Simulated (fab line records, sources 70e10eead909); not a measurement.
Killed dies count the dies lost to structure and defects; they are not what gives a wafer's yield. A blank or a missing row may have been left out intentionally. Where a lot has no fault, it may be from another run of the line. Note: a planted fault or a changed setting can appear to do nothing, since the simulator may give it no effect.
fab line records	flow nand_harc
[record] lots = 6	wafers = 18	last_day = 31
route steps=1302 shown P_GATE@119 END@1302
lots that met no fault: taken from a fault-free run of the same line
start_h: hours from the record's opening day to when the first of the lot's shown wafers began	wait_h: hours since the lot's step before	" unchanged from the row above	L1.1+2: a row that stands for several wafers	- no value, or no start given	* or withheld: withheld	< > ~ a bound
route shown NAME@n: a module of which the file shows steps, and the number in the route of the first	usual: average and standard deviation across the fault-free wafers	same: alike in all rows	chamber/n: place in a boat	sites: readings site by site	_std_site: their standard deviation	_edge_site: the outer-site mean with the inner-site mean subtracted	radius_mm: how far each site lies from the wafer's centre	mask NAME#n: copy n	behind: the tool/chamber that last shaped the wafer	hold: what put the lot on hold/how long, in hours/how the hold closed	device: whichever transistor did not switch (one of n, p or np)	end of line: tests run on the same wafers once the route is complete	a step without rows: its recipe alone	killed: the dies lost at the first sort to structure and to defects; this is not the yield of the wafer	map: dies across one wafer; x = killed, . = not, _ = none there
set.NAME: the run value of the setting; set.NAME@STEP: its run value at that earlier step	model.NAME: the simulator's own value behind a step, which no gauge read
lots at selected steps of the route; one table per step, one row per wafer
services: from which hour (start_h, from the record's first day; less than 0 if before it) a tool's chamber was out of use, for how many hours, and why
[[steps]]
[step NHARC_P_GATE_EXPOSE_08]
[recipe] na = 0.6	dose_mj = 16.75	mask_id = P_HV
[step NHARC_P_GATE_PEB_09]
[recipe] peb_temp_c = 118	peb_time_s = 85
[step NHARC_P_GATE_DEVELOP_10]
[recipe] time_s = 70
[step NHARC_P_GATE_CD_MEAS_11]
[recipe] target_cd_nm = 1640	landing_energy_ev = 500
[usual] cd_nm = 1638.9/1.6
[same] landing_energy_ev = 500
lot.wafer	tool	chamber	start_h	wait_h	cd_nm
L262.3	cd_sem-03	0	78.85	-	1636.8
L262.5	"	0	"	"	1635.9
L262.6	"	0	"	"	1637.5
L268.1	cd_sem-01	0	137.23	-	1637.6
L268.4	"	0	"	"	1638.6
L268.6	"	0	"	"	1639.1
L271.1	cd_sem-01	0	172.72	-	1639.2
L271.4	"	0	"	"	1640.2
L271.6	"	0	"	"	1638.7
L280.1	cd_sem-03	0	259.51	-	1643.0
L280.4	"	0	"	"	1642.3
L280.6	"	0	"	"	1641.0
L281.1	cd_sem-03	0	273.11	-	1637.0
L281.4	"	0	"	"	1635.6
L281.5	"	0	"	"	1635.1
L282.2	cd_sem-03	0	281.47	-	1641.7
L282.5	"	0	"	"	1641.6
L282.6	"	0	"	"	1640.0
[step NHARC_P_GATE_HARDBAKE_12]
[recipe] temp_c = 125	time_s = 80
[step NHARC_P_GATE_DESCUM_13]
[recipe] time_s = 3	o2_flow_sccm = 200	ar_flow_sccm = 0	bias_power_w = 0	chemistry = O2
[usual] drypump_motor_current_A = 5.6/0.52	oes_product_au = 0.997/0.01	rf_vpp_V = 58.0/0.88	showerhead_plenum_p_Torr = 1.98/0.082	throttle_valve_pct = 11.311/0.0091
lot.wafer	tool	chamber	start_h	wait_h	drypump_motor_current_A	oes_product_au	rf_hours_counter_h	rf_vpp_V	showerhead_plenum_p_Torr	throttle_valve_pct
L262.3	rie_diel-05	0	79.03	-	5.9	0.996	2.5	56.1	1.93	11.314
L262.5	"	3	"	"	6.2	1.000	-	56.6	2.03	11.306
L262.6	"	0	"	"	5.9	1.005	-	59.1	1.93	11.302
L268.4	rie_diel-05	0	137.39	-	5.9	1.006	4.8	58.4	1.93	11.305
L268.1	"	3	"	"	6.2	0.992	4.1	57.5	2.03	11.311
L268.6	"	1	"	"	5.1	1.021	-	57.1	2.05	11.306
L271.4	rie_diel-08	3	172.89	-	5.3	0.989	6.8	57.5	1.95	11.319
L271.1	"	0	"	"	5.0	0.999	7.2	57.4	1.86	11.308
L271.6	"	3	"	"	5.3	0.985	-	58.7	1.95	11.321
L280.1	rie_diel-10	1	259.67	-	5.4	0.974	0.9	57.0	1.80	11.312
L280.4	"	2	"	"	5.0	0.991	1.1	59.2	2.05	11.311
L280.6	"	1	"	"	5.4	0.975	-	57.7	1.80	11.294
L281.1	rie_diel-05	1	273.30	-	5.1	0.992	1.7	59.9	2.05	11.321
L281.4	"	2	"	"	5.7	1.010	1.9	58.7	2.05	11.319
L281.5	"	0	"	"	5.9	1.001	-	57.7	1.93	11.306
L282.2	rie_diel-08	0	281.66	-	5.0	1.002	3.3	59.0	1.86	11.304
L282.6	"	1	"	"	6.2	1.001	-	56.3	1.94	11.316
L282.5	"	2	"	"	5.7	0.991	-	58.4	2.00	11.315
[step NHARC_P_GATE_ETCH_14]
[recipe] target_depth_a = 488	chemistry = dHF	material = SiO2
[step NHARC_P_GATE_STRIP_15]
[recipe] time_s = 780	temp_c = 130	chemistry = SPM
[step NHARC_P_GATE_PRECLEAN_71]
[recipe] time_s = *	temp_c = 50	bath_age_min = 0	chemistry = SC1
[step NHARC_P_GATE_SRD_72]
[step NHARC_P_GATE_OXIDE_16]
[recipe] target_thk_a = 30	temp_c = 875	ox_time_s = 392	material = SiO2
[step NHARC_P_GATE_CVD_17]
[recipe] target_thk_a = 1500	temp_c = 620	time_s = 900	material = poly-Si
[step NHARC_P_GATE_HM_DEP_102]
[recipe] target_thk_a = 1200	temp_c = 400	material = aC
[usual] throttle_valve_pct = 35.001/0.0088
lot.wafer	tool	chamber	start_h	wait_h	throttle_valve_pct
L262.3	acl_dep-03	0	92.09	0.6	35.016
L262.5	"	0	"	"	35.005
L262.6	"	0	"	"	34.984
L268.1	acl_dep-01	0	150.35	0.4	34.995
L268.4	"	0	"	"	34.997
L268.6	"	0	"	"	34.998
L271.1	acl_dep-01	0	185.22	0.4	35.009
L271.4	"	0	"	"	35.009
L271.6	"	0	"	"	34.999
L280.1	acl_dep-01	0	275.75	3.3	34.998
L280.4	"	0	"	"	35.005
L280.6	"	0	"	"	34.997
L281.1	acl_dep-01	0	289.45	0.4	35.001
L281.4	"	0	"	"	35.013
L281.5	"	0	"	"	34.986
L282.2	acl_dep-01	0	294.43	0.8	34.999
L282.5	"	0	"	"	34.999
L282.6	"	0	"	"	35.003
[step NHARC_P_GATE_DEP_103]
[recipe] target_thk_a = 300	target_thk_nm = 30	temp_c = 400	flow_sccm = 200	rf_w = 350	material = SiON
[step NHARC_P_GATE_DEHYDRATE_18]
[recipe] temp_c = 150	time_s = 120
[step NHARC_P_GATE_HMDS_19]
[recipe] time_s = 30
[step NHARC_P_GATE_COAT_20]
[recipe] spin_rpm = 1500	resist_thk_nm = 90
[step NHARC_P_GATE_SOFTBAKE_21]
[recipe] temp_c = 105	time_s = 55
[step NHARC_P_GATE_EBR_22]
[step NHARC_P_GATE_EXPOSE_23]
[recipe] na = 1.35	target_cd_nm = 120	dose_mj = 93.91	mask_id = P_GATE
[step NHARC_P_GATE_PEB_24]
[recipe] peb_temp_c = 100	peb_time_s = 65
[step NHARC_P_GATE_DEVELOP_25]
[recipe] develop_time_s = 35	dev_temp_c = 23
[step NHARC_P_GATE_CD_MEAS_26]
[recipe] target_cd_nm = 120	landing_energy_ev = 500
[usual] cd_nm = 120.0/0.68
[same] landing_energy_ev = 500
lot.wafer	tool	chamber	start_h	wait_h	cd_nm
L262.3	cd_sem-02	0	93.13	-	121.4
L262.5	"	0	"	"	121.0
L262.6	"	0	"	"	120.7
L268.1	cd_sem-02	0	151.70	-	120.3
L268.4	"	0	"	"	119.9
L268.6	"	0	"	"	119.9
L271.1	cd_sem-01	0	186.55	-	119.7
L271.4	"	0	"	"	120.6
L271.6	"	0	"	"	119.5
L280.1	cd_sem-02	0	277.32	-	120.8
L280.4	"	0	"	"	119.7
L280.6	"	0	"	"	120.6
L281.1	cd_sem-03	0	290.66	-	120.0
L281.4	"	0	"	"	120.0
L281.5	"	0	"	"	120.7
L282.2	cd_sem-01	0	295.67	-	118.9
L282.5	"	0	"	"	120.3
L282.6	"	0	"	"	119.3
[step NHARC_P_GATE_OVL_MEAS_27]
[usual] overlay_x_nm = 0.3/0.94	overlay_y_nm = -0.2/0.95
lot.wafer	tool	chamber	start_h	wait_h	overlay_x_nm	overlay_y_nm
L262.3	overlay-01	-	93.21	-	1.1	-0.1
L262.5	"	-	"	"	1.2	-0.7
L262.6	"	-	"	"	1.2	-0.2
L268.1	overlay-02	-	151.78	-	0.6	0.4
L268.4	"	-	"	"	0.8	0.9
L268.6	"	-	"	"	0.5	1.0
L271.1	overlay-02	-	186.64	-	-1.0	-0.5
L271.4	"	-	"	"	-0.9	-0.6
L271.6	"	-	"	"	-1.1	-1.1
L280.1	overlay-02	-	277.41	-	1.3	-1.2
L280.4	"	-	"	"	0.8	-0.6
L280.6	"	-	"	"	1.3	-1.6
L281.1	overlay-02	-	290.75	-	1.6	0.3
L281.4	"	-	"	"	1.7	0.2
L281.5	"	-	"	"	1.5	0.3
L282.2	overlay-02	-	295.76	-	1.0	-0.8
L282.5	"	-	"	"	0.9	-1.1
L282.6	"	-	"	"	1.3	-1.2
[step NHARC_P_GATE_INSPECT_28]
[usual] raw_defect_count = 6.2/2.8
lot.wafer	tool	chamber	start_h	wait_h	raw_defect_count
L262.3	defect_inspect-02	-	93.25	0.0	6
L262.5	"	-	"	"	7
L262.6	"	-	"	"	6
L268.1	defect_inspect-01	-	151.82	0.0	1190
L268.4	"	-	"	"	1174
L268.6	"	-	"	"	1225
L271.1	defect_inspect-02	-	186.67	0.0	1121
L271.4	"	-	"	"	1176
L271.6	"	-	"	"	1216
L280.1	defect_inspect-01	-	277.44	0.0	6
L280.4	"	-	"	"	6
L280.6	"	-	"	"	3
L281.1	defect_inspect-01	-	290.79	0.0	8
L281.4	"	-	"	"	7
L281.5	"	-	"	"	5
L282.2	defect_inspect-01	-	295.79	0.0	3
L282.5	"	-	"	"	4
L282.6	"	-	"	"	6
[step NHARC_P_GATE_DESCUM_31]
[recipe] time_s = 3	o2_flow_sccm = 200	ar_flow_sccm = 0	bias_power_w = 0	chemistry = O2
[step NHARC_P_GATE_ETCH_104]
[recipe] target_depth_a = 600	time_s = withheld	cf4_flow_sccm = 100	chf3_flow_sccm = 30	ar_flow_sccm = 0	rf_w = 500	bias_w = 200	chemistry = CF4/CHF3
[step NHARC_P_GATE_HM_OPEN_105]
[recipe] target_depth_a = 3600	o2_flow_sccm = 400	cos_flow_sccm = 20	ar_flow_sccm = 0	rf_w = 500	bias_w = 300	chemistry = O2/COS
[step NHARC_P_GATE_STRIP_106]
[recipe] o2_flow_sccm = 400	cos_flow_sccm = 20	ar_flow_sccm = 0	bias_w = 0	chemistry = O2/COS
[step NHARC_P_GATE_ETCH_114]
[recipe] target_depth_a = 300	overetch_a = 30	time_s = 16.5	ion_energy_ev = 100	cf4_flow_sccm = 80	o2_flow_sccm = 20	ar_flow_sccm = 0	rf_w = 300	bias_w = 100	chemistry = CF4/O2
[step NHARC_P_GATE_ETCH_32]
[recipe] target_depth_a = 1500	over_etch_frac = 1	over_etch_ion_energy_ev = 40	time_s = 100.1	hbr_flow_sccm = 150	cl2_flow_sccm = 50	rf_w = 400	icp_w = 400	bias_w = 100	chemistry = HBr/Cl2
[usual] drypump_motor_current_A = 5.7/0.43	hbr_flow_sccm = 150.0/0.44	he_backside_leak_sccm = 2.68/0.24	oes_product_au = 1.002/0.011	throttle_valve_pct = 26.405/0.0092
lot.wafer	tool	chamber	start_h	wait_h	drypump_motor_current_A	hbr_flow_sccm	he_backside_leak_sccm	oes_product_au	rf_hours_counter_h	throttle_valve_pct
L262.3	rie_si-01	3	93.77	-	5.9	150.6	2.50	0.981	0.3	26.398
L262.6	"	3	"	"	5.9	150.2	2.54	0.989	-	26.417
L262.5	"	0	"	"	5.4	150.3	2.75	0.994	-	26.421
L268.1	rie_si-04	3	152.36	-	5.2	149.5	2.64	1.011	1.1	26.403
L268.4	"	1	"	"	6.4	149.6	2.85	1.007	0.8	26.404
L268.6	"	3	"	"	5.2	150.0	2.33	1.013	-	26.411
L271.4	rie_si-01	1	187.19	-	6.0	150.4	2.62	0.999	1.0	26.395
L271.1	"	0	"	"	5.3	149.5	2.61	0.991	1.1	26.393
L271.6	"	2	"	"	6.1	149.7	3.03	1.013	-	26.400
L280.1	rie_si-01	1	277.98	-	6.0	149.4	2.56	1.006	0.6	26.401
L280.4	"	3	"	"	5.9	149.9	2.65	1.000	0.4	26.401
L280.6	"	0	"	"	5.3	149.5	2.96	1.005	-	26.403
L281.4	rie_si-04	2	291.31	-	5.7	150.5	2.55	1.002	0.5	26.406
L281.1	"	0	"	"	4.9	149.2	2.65	1.011	0.7	26.407
L281.5	"	2	"	"	5.7	150.1	2.50	0.991	-	26.406
L282.2	rie_si-04	3	296.33	-	5.2	149.5	2.27	1.009	0.8	26.410
L282.5	"	2	"	"	5.7	149.6	2.42	0.997	-	26.392
L282.6	"	3	"	"	5.2	149.2	2.51	1.017	-	26.388
[step NHARC_P_GATE_STRIP_108]
[recipe] o2_flow_sccm = 500	ar_flow_sccm = 0	bias_w = 0	chemistry = O2
[step NHARC_P_GATE_CD_MEAS_33]
[usual] cd_nm = 119/3
lot.wafer	tool	chamber	start_h	wait_h	cd_nm
L262.3	cd_sem-02	-	94.11	-	122
L262.5	"	-	"	"	120
L262.6	"	-	"	"	119
L268.1	cd_sem-01	-	152.77	0.2	122
L268.4	"	-	"	"	116
L268.6	"	-	"	"	122
L271.1	cd_sem-01	-	187.53	-	117
L271.4	"	-	"	"	114
L271.6	"	-	"	"	121
L280.1	cd_sem-03	-	278.30	-	119
L280.4	"	-	"	"	117
L280.6	"	-	"	"	120
L281.1	cd_sem-03	-	291.64	-	121
L281.4	"	-	"	"	116
L281.5	"	-	"	"	119
L282.2	cd_sem-03	-	296.65	-	119
L282.5	"	-	"	"	120
L282.6	"	-	"	"	122
[step NHARC_P_GATE_STRIP_35]
[recipe] time_s = 600	temp_c = 130	chemistry = SPM
[step NHARC_P_GATE_PRECLEAN_73]
[recipe] time_s = *	temp_c = 50	bath_age_min = 0	chemistry = SC1
[step NHARC_P_GATE_SRD_74]
[step NHARC_P_GATE_ALD_36]
[recipe] target_thk_a = 200	pulse_time_s = 60	ald_cycles = 223	temp_c = 400	material = SiNx
[usual] heater_power_w = 805/65	precursor_pulse_height_rel = 1.001/0.017
lot.wafer	tool	chamber	start_h	wait_h	heater_power_w	precursor_pulse_height_rel	since_wet_clean_h
L262.3	ald_sin-01	0	97.72	-	781	1.017	56
L262.6	"	1	98.77	-	866	0.982	-
L262.5	"	2	99.82	-	742	1.031	-
L268.1	ald_sin-01	1	155.36	-	870	1.043	113
L268.4	"	2	156.43	-	714	1.021	115
L268.6	"	3	157.50	-	830	1.017	-
L271.1	ald_sin-02	1	190.09	-	800	1.023	51
L271.4	"	2	191.15	-	933	1.008	52
L271.6	"	0	193.25	-	835	0.975	-
L280.4	ald_sin-01	2	279.83	-	762	0.988	60
L280.1	"	0	281.96	-	831	0.990	62
L280.6	"	2	284.10	-	753	1.025	-
L281.4	ald_sin-04	2	293.16	-	789	0.974	16
L281.1	"	3	294.21	-	760	1.003	17
L281.5	"	2	297.38	-	775	0.998	-
L282.2	ald_sin-02	3	300.30	-	897	1.004	161
L282.5	"	0	301.37	-	840	0.990	-
L282.6	"	1	302.43	-	789	0.996	-
[step NHARC_P_GATE_ETCHBACK_37]
[recipe] target_depth_a = 345	time_s = 17.2	chf3_flow_sccm = 50	o2_flow_sccm = 10	ar_flow_sccm = 200	rf_w = 500	bias_w = 200	chemistry = CHF3/O2
[usual] chf3_flow_sccm = 50.01/0.13	drypump_motor_current_A = 5.6/0.47	oes_product_au = 0.95/0.035	rf_vpp_V = 372.1/2	showerhead_plenum_p_Torr = 2.47/0.089	throttle_valve_pct = 20.571/0.0079
lot.wafer	tool	chamber	start_h	wait_h	chf3_flow_sccm	drypump_motor_current_A	oes_product_au	rf_hours_counter_h	rf_vpp_V	showerhead_plenum_p_Torr	throttle_valve_pct
L262.3	rie_diel-10	0	-	-	50.09	6.7	0.92	2.9	370.0	2.38	20.574
L262.5	"	0	"	"	50.14	6.7	0.93	-	370.7	2.38	20.564
L262.6	"	1	"	"	49.80	5.4	0.93	-	369.0	2.27	20.560
L268.1	rie_diel-05	2	-	-	49.97	5.7	0.92	5.1	373.7	2.57	20.583
L268.4	"	3	"	"	49.92	6.2	0.92	4.9	373.7	2.54	20.559
L268.6	"	1	"	"	49.95	5.1	0.93	-	375.7	2.57	20.571
L271.1	rie_diel-10	0	-	-	50.12	6.7	0.94	9.0	370.4	2.38	20.575
L271.4	"	1	"	"	49.99	5.4	0.92	7.8	367.5	2.27	20.559
L271.6	"	2	"	"	49.86	5.0	0.94	-	375.0	2.56	20.554
L280.1	rie_diel-08	2	-	-	50.46	5.7	0.93	3.9	374.6	2.51	20.569
L280.4	"	3	"	"	50.14	5.3	0.91	3.8	370.6	2.44	20.567
L280.6	"	1	"	"	49.86	6.1	0.92	-	370.7	2.43	20.581
L281.4	rie_diel-05	1	-	-	49.95	5.1	0.92	3.2	374.2	2.57	20.578
L281.1	"	3	"	"	49.92	6.2	0.91	3.7	372.0	2.54	20.571
L281.5	"	0	"	"	50.01	5.9	0.93	-	369.5	2.42	20.571
L282.2	rie_diel-05	1	-	-	49.95	5.1	1.00	3.4	373.7	2.57	20.578
L282.6	"	0	"	"	50.09	5.9	1.01	-	371.0	2.42	20.565
L282.5	"	1	"	"	49.98	5.1	0.99	-	375.2	2.57	20.581
[step NHARC_P_GATE_STRIP_101]
[recipe] time_s = 20	o2_flow_sccm = 500	ar_flow_sccm = 0	bias_w = 0	chemistry = O2
[usual] drypump_motor_current_A = 5.6/0.47	oes_product_au = 0.999/0.0076	rf_vpp_V = 58.2/0.9	showerhead_plenum_p_Torr = 3.64/0.13	throttle_valve_pct = 17.037/0.009
lot.wafer	tool	chamber	start_h	wait_h	drypump_motor_current_A	oes_product_au	rf_hours_counter_h	rf_vpp_V	showerhead_plenum_p_Torr	throttle_valve_pct
L262.3	rie_diel-10	1	104.16	0.1	5.5	1.002	2.5	58.1	3.34	17.029
L262.5	"	2	"	"	5.0	1.001	-	59.4	3.76	17.032
L262.6	"	3	"	"	5.2	0.993	-	57.7	3.77	17.042
L268.4	rie_diel-05	3	162.90	0.1	6.2	0.999	4.9	58.4	3.73	17.031
L268.1	"	0	"	"	6.0	0.997	6.0	57.3	3.56	17.040
L268.6	"	3	"	"	6.2	1.005	-	58.1	3.73	17.040
L271.1	rie_diel-10	3	197.58	0.1	5.1	1.002	9.6	59.5	3.77	17.032
L271.4	"	0	"	"	6.7	0.993	9.0	58.1	3.50	17.035
L271.6	"	3	"	"	5.2	1.006	-	58.0	3.77	17.041
L280.1	rie_diel-08	0	288.44	0.1	5.1	1.005	3.3	58.0	3.43	17.045
L280.4	"	1	"	"	6.2	1.005	3.5	57.2	3.57	17.031
L280.6	"	3	"	"	5.3	0.995	-	57.3	3.59	17.047
L281.4	rie_diel-05	2	301.71	0.1	5.7	1.005	3.9	59.3	3.77	17.036
L281.1	"	3	"	"	6.2	1.006	3.7	59.3	3.73	17.042
L281.5	"	3	"	"	6.2	0.999	-	58.0	3.72	17.055
L282.2	rie_diel-05	3	306.77	0.1	6.2	0.980	3.9	59.9	3.73	17.045
L282.5	"	0	"	"	6.0	0.997	-	56.8	3.56	17.052
L282.6	"	1	"	"	5.1	0.990	-	59.3	3.77	17.025
[step NHARC_P_GATE_PRECLEAN_97]
[recipe] time_s = 600	temp_c = 120	chemistry = SPM
[step NHARC_P_GATE_SRD_98]
[step NHARC_P_GATE_PRECLEAN_99]
[recipe] time_s = *	temp_c = 50	bath_age_min = 0	chemistry = SC1
[step NHARC_P_GATE_INSPECT_68]
[usual] raw_defect_count = 220/97
lot.wafer	tool	chamber	start_h	wait_h	raw_defect_count
L262.3	defect_inspect-01	-	111.66	0.1	122
L262.5	"	-	"	"	134
L262.6	"	-	"	"	120
L268.1	defect_inspect-02	-	170.47	0.2	1307
L268.4	"	-	"	"	1378
L268.6	"	-	"	"	1392
L271.1	defect_inspect-02	-	204.81	0.2	1426
L271.4	"	-	"	"	1408
L271.6	"	-	"	"	1387
L280.1	defect_inspect-01	-	295.66	0.2	281
L280.4	"	-	"	"	157
L280.6	"	-	"	"	216
L281.1	defect_inspect-02	-	309.24	0.2	358
L281.4	"	-	"	"	400
L281.5	"	-	"	"	289
L282.2	defect_inspect-01	-	314.24	0.1	225
L282.5	"	-	"	"	130
L282.6	"	-	"	"	143
[step NHARC_END_SORT_01]
[recipe] temp_c = 25
[usual] killed_at_array = 55/15	killed_at_other = 1.0/1.2	killed_at_periphery = 3.4/2.2	killed_dies = 59/15	killed_open = 3.2/2	killed_short = 2.5/1.7
[same] gross_dies = 677
lot.wafer	tool	chamber	start_h	wait_h	killed_at_array	killed_at_other	killed_at_periphery	killed_dies	killed_open	killed_short
L268.1	prober-02	0	619.49	2.5	66	0	79	145	1	4
L268.4	prober-02	0	621.88	3.4	68	1	82	151	4	3
L268.6	prober-02	0	623.48	4.0	93	1	82	176	2	3
L271.1	prober-02	0	649.16	2.5	32	2	92	126	1	2
L271.4	prober-02	0	651.57	3.4	46	2	88	136	4	2
L271.6	prober-02	0	653.18	4.0	34	3	87	124	1	2
L280.1	prober-01	0	738.28	2.5	48	1	6	55	3	5
L282.2	prober-02	0	746.98	2.8	75	1	3	79	2	3
L282.5	prober-02	0	749.40	3.7	64	1	1	66	4	0
L282.6	prober-02	0	750.21	4.0	90	2	4	96	7	1
// killed by level:class
L268.1 P_GATE:unspecified=79 A_CHANNEL_HOLE_D2:chamber_film_flake=32 A_SLIT:chamber_film_flake=19 A_CHANNEL_HOLE_D1:chamber_film_flake=7 A_ONON_D1:geometric_particle:short=2 A_CONTACT:chamber_film_flake=2 A_DECK1_JOINT:geometric_particle:short=1 A_WL_FILL:geometric_particle:short=1
L268.4 P_GATE:unspecified=79 A_CHANNEL_HOLE_D2:chamber_film_flake=39 A_SLIT:chamber_film_flake=20 A_CHANNEL_HOLE_D1:chamber_film_flake=4 P_M0:geometric_particle:open=1 P_M1:geometric_particle:open=1 A_SOURCE_PLATE:geometric_particle:short=1 A_DECK1_JOINT:geometric_particle:open=1
L268.6 P_GATE:unspecified=81 A_CHANNEL_HOLE_D2:chamber_film_flake=38 A_SLIT:chamber_film_flake=38 A_CHANNEL_HOLE_D1:chamber_film_flake=7 A_STAIRCASE:chamber_film_flake=3 A_CHANNEL_FILL_D2:geometric_particle:short=2 A_CONTACT:chamber_film_flake=2 A_DECK1_JOINT:geometric_particle:open=1
L271.1 P_GATE:unspecified=86 A_CHANNEL_HOLE_D2:chamber_film_flake=16 A_STAIRCASE:chamber_film_flake=5 P_GATE:chamber_film_flake=3 A_CONTACT:chamber_film_flake=3 P_ZERO_WELL:chamber_film_flake=2 A_DECK1_JOINT:chamber_film_flake=2 A_SLIT:chamber_film_flake=2
L271.4 P_GATE:unspecified=83 A_CHANNEL_HOLE_D2:chamber_film_flake=33 A_CONTACT:chamber_film_flake=4 A_CHANNEL_HOLE_D1:chamber_film_flake=3 A_M0:geometric_particle:open=2 P_GATE:chamber_film_flake=2 A_STAIRCASE:chamber_film_flake=2 THIN_TSV:chamber_film_flake=2
L271.6 P_GATE:unspecified=84 A_CHANNEL_HOLE_D2:chamber_film_flake=19 A_DECK1_JOINT:chamber_film_flake=5 A_STAIRCASE:chamber_film_flake=3 P_GATE:chamber_film_flake=2 A_CONTACT:chamber_film_flake=2 THIN_TSV:chamber_film_flake=2 A_ONON_D2:geometric_particle:open=1
L280.1 A_CHANNEL_HOLE_D2:chamber_film_flake=21 A_CHANNEL_HOLE_D1:chamber_film_flake=8 A_SLIT:chamber_film_flake=5 A_CONTACT:chamber_film_flake=5 P_CONTACT:geometric_particle:short=2 A_CHANNEL_FILL_D1:chamber_film_flake=2 A_ONON_D1:geometric_particle:short=1 A_CHANNEL_FILL_D2:geometric_particle:short=1
L282.2 A_CHANNEL_HOLE_D1:chamber_film_flake=34 A_SLIT:chamber_film_flake=33 A_CONTACT:chamber_film_flake=4 P_M1:geometric_particle:open=1 P_M1:geometric_particle:short=1 A_SOURCE_PLATE:geometric_particle:short=1 A_CHANNEL_FILL_D1:geometric_particle:short=1 A_CHANNEL_FILL_D1:geometric_particle:open=1
L282.5 A_SLIT:chamber_film_flake=34 A_CHANNEL_HOLE_D1:chamber_film_flake=17 A_STAIRCASE:chamber_film_flake=3 A_M1:chamber_film_flake=3 A_CONTACT:chamber_film_flake=2 P_M1:geometric_particle:open=1 A_ONON_D1:geometric_particle:open=1 A_CHANNEL_FILL_D1:geometric_particle:open=1
L282.6 A_SLIT:chamber_film_flake=36 A_CHANNEL_HOLE_D1:chamber_film_flake=33 A_M1:chamber_film_flake=6 A_CONTACT:chamber_film_flake=4 P_STI:chamber_film_flake=2 A_DECK1_JOINT:chamber_film_flake=2 THIN_TSV:chamber_film_flake=2 P_M0:geometric_particle:open=1
// map L268.6 (x killed, . not)
____________.____________
_________......._________
_______....x......_______
______....x..x....x______
_____......x..x...x._____
____....xxxxx.x......____
____....xxxxxxx......____
___...x.xxxx..x.......___
___....xx.xxx......x.x___
__......xxxx..x.x..x.xx__
__......xxxxx....x..xxx__
_..........x....x..xxxxx_
_................xxxxxxx_
_.........x.......xxxxxx_
_..............xxxxxxxxx_
_..........x...x.xxxxxxx_
............xxxxxxxxxxxxx
.............xxxx.xxxxxxx
............x.xx.xxxxxxxx
............x.xxx.xxxxxxx
...........xxxxxxx.xxxxxx
_..........x.xxx..x.xxxx_
_..........xxx.xxx....x._
_............xxxx......._
_..........x...x.....x.._
_............x.........._
__.x.........x.........__
__.....................__
___...............x...___
___...................___
____.................____
____.................____
_____..............._____
______.............______
_______..........._______
_________......._________
____________.____________
// map L271.4 (x killed, . not)
____________.____________
_________.....x._________
_______..xx......._______
______...x..x......______
_____....xx..x......_____
____....xxx.x........____
____......xxx........____
___.....xxxxxxx.......___
___...x..xx.x......x.x___
__........xxx.......xxx__
__........x.x.....xxxxx__
_..........x..x...xxxxxx_
_....x....x.xx...xxxxxxx_
_..................xxxxx_
_..............xx.xxxxxx_
_..............x..xxxxxx_
.............x..xxxxxxxxx
..................xxxxxxx
...............x.xxxxxxxx
..................xxxxxxx
..................xxxxxx.
_..............x....xx.x_
_.................x..xx._
_....x........x........._
_.....................x._
_........x.............._
__..............x......__
__.....................__
___..................x___
___..x.x..............___
____................x____
____...x.............____
_____..............._____
______.............______
_______..........._______
_________......._________
____________.____________
[[services]]
tool	chamber	start_h	hours	kind
rie_si-01	1	55.54	4.7	repair
rie_diel-10	-	65.50	9.0	pm
rie_si-01	-	92.48	0.7	repair
rie_diel-05	-	102.42	0.9	repair
rie_diel-10	2	108.65	3.6	repair
rie_si-01	3	138.14	0.9	repair
rie_si-04	1	143.60	6.0	repair
rie_diel-08	3	144.36	9.3	repair
rie_diel-08	2	149.44	7.8	repair
rie_diel-08	1	158.60	9.4	repair
rie_si-04	-	165.00	9.0	pm
ald_sin-01	0	184.23	4.1	repair
acl_dep-01	-	190.13	13.0	pm
rie_diel-08	-	190.80	9.0	pm
rie_si-01	-	193.00	9.0	pm
rie_diel-05	3	203.81	5.2	repair
ald_sin-01	-	212.00	10.0	pm
rie_diel-10	1	216.80	14.7	repair
rie_diel-05	-	230.28	9.0	pm
rie_diel-10	-	242.50	9.0	pm
rie_si-01	3	248.56	16.1	repair
rie_si-04	2	278.92	6.2	repair
rie_si-01	0	300.72	19.6	repair
ald_sin-01	0	305.68	5.2	repair
[[key]]
[first_sign] step = NHARC_P_GATE_INSPECT_28	reading = raw_defect_count	direction = up	sigmas = 99+	usual = 6.2	struck = 1183.7
[effect] step = NHARC_P_GATE_INSPECT_68	reading = raw_defect_count	direction = up	sigmas = 12	usual = 220	struck = 1383
[effect] step = NHARC_END_SORT_01	reading = killed_at_periphery	direction = up	sigmas = 37	usual = 3.4	struck = 85
[more_kills_born_at] NHARC_P_GATE_HM_DEP_102@acl_dep-01 = 492
met_at NHARC_P_GATE_HM_DEP_102
struck_wafers L268.1,L268.4,L268.6,L271.1,L271.4,L271.6
tester_left_out L268,L271
[fault] kind = chamber_particle_source	tool = acl_dep-01	chamber = -	onset_h = 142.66	steps = NHARC_P_GATE_HM_DEP_102	rate_per_visit_cm2 = 1.8372	end_h = 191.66
// tester_left_out: of these lots the tester's yield and bins aren't shown, on N5 and GAA mostly nor the transistor test; their killed dies are dies lost to structure and defects alone, not to doping, threshold or leakage, so they don't give the yield
